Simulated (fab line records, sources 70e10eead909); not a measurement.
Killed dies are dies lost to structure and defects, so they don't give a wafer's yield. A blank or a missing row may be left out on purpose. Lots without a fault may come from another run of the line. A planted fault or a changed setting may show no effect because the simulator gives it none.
Chamber matching | flow nand_harc | NHARC_P_GATE_STRIP_108 on rie_diel-06: 3 sister chambers
The step strips in O2. 16 wafers are shown with their chamber, then 8 later ones without.

WAFERS WITH THEIR CHAMBER
wafer  | chamber | showerhead_plenum_p_Torr (Torr) | drypump_motor_current_A (A) | oes_product_au (a.u.)
L080.1 | 3       | 3.45                            | 5.8                         | 0.995
L080.4 | 0       | 3.72                            | 6.2                         | 0.996
L080.5 | 1       | 3.61                            | 5.4                         | 0.975
L081.1 | 3       | 3.45                            | 5.7                         | 0.999
L081.2 | 0       | 3.72                            | 6.1                         | 0.996
L081.4 | 0       | 3.72                            | 6.2                         | 0.992
L082.1 | 0       | 3.72                            | 6.2                         | 0.998
L082.4 | 1       | 3.61                            | 5.4                         | 0.999
L082.6 | 0       | 3.72                            | 6.1                         | 1.016
L087.2 | 3       | 3.45                            | 5.8                         | 1.007
L087.4 | 0       | 3.72                            | 6.1                         | 0.992
L087.6 | 3       | 3.45                            | 5.8                         | 0.993
L088.2 | 0       | 3.71                            | 6.2                         | 0.988
L088.5 | 1       | 3.61                            | 5.4                         | 0.982
L088.6 | 0       | 3.71                            | 6.2                         | 0.988
L091.2 | 0       | 3.71                            | 6.2                         | 0.985

SIGNATURES (means of the wafers above)
reading                  | chamber 0 | chamber 1 | chamber 3 | scatter within a chamber
showerhead_plenum_p_Torr | 3.7167    | 3.6100    | 3.4500    | 0.00392
drypump_motor_current_A  | 6.167     | 5.400     | 5.775     | 0.046
oes_product_au           | 0.99456   | 0.98533   | 0.99850   | 0.00914
Rule: a wafer's distance from a chamber is the root of the sum, over the readings, of the square of ((its reading less the chamber's mean) divided by the reading's scatter). The wafer belongs to the nearest chamber; if the next one is less than 2 further off, it can't be placed. The scatter: the root of (the sum of the squares of (reading less its chamber's mean) over the shown wafers, divided by (wafers less chambers)).

WAFERS WITHOUT THEIR CHAMBER
wafer  | showerhead_plenum_p_Torr (Torr) | drypump_motor_current_A (A) | oes_product_au (a.u.)
L091.3 | 3.45                            | 5.8                         | 0.994
L091.5 | 3.71                            | 6.2                         | 0.986
L093.4 | 3.45                            | 5.8                         | 0.994
L093.5 | 3.71                            | 6.1                         | 0.995
L093.6 | 3.45                            | 5.8                         | 0.995
L094.1 | 3.45                            | 5.8                         | 0.989
L094.3 | 3.61                            | 5.4                         | 0.986
L094.4 | 3.71                            | 6.2                         | 0.989

WHICH CHAMBER EACH WENT THROUGH
wafer  | from the rows above | in truth
L091.3 | 3                   | 3
L091.5 | 0                   | 0
L093.4 | 3                   | 3
L093.5 | 0                   | 0
L093.6 | 3                   | 3
L094.1 | 3                   | 3
L094.3 | 1                   | 1
L094.4 | 0                   | 0
Placed correctly: 8 of 8. Can't be placed from these rows: 0. Placed wrongly: 0.
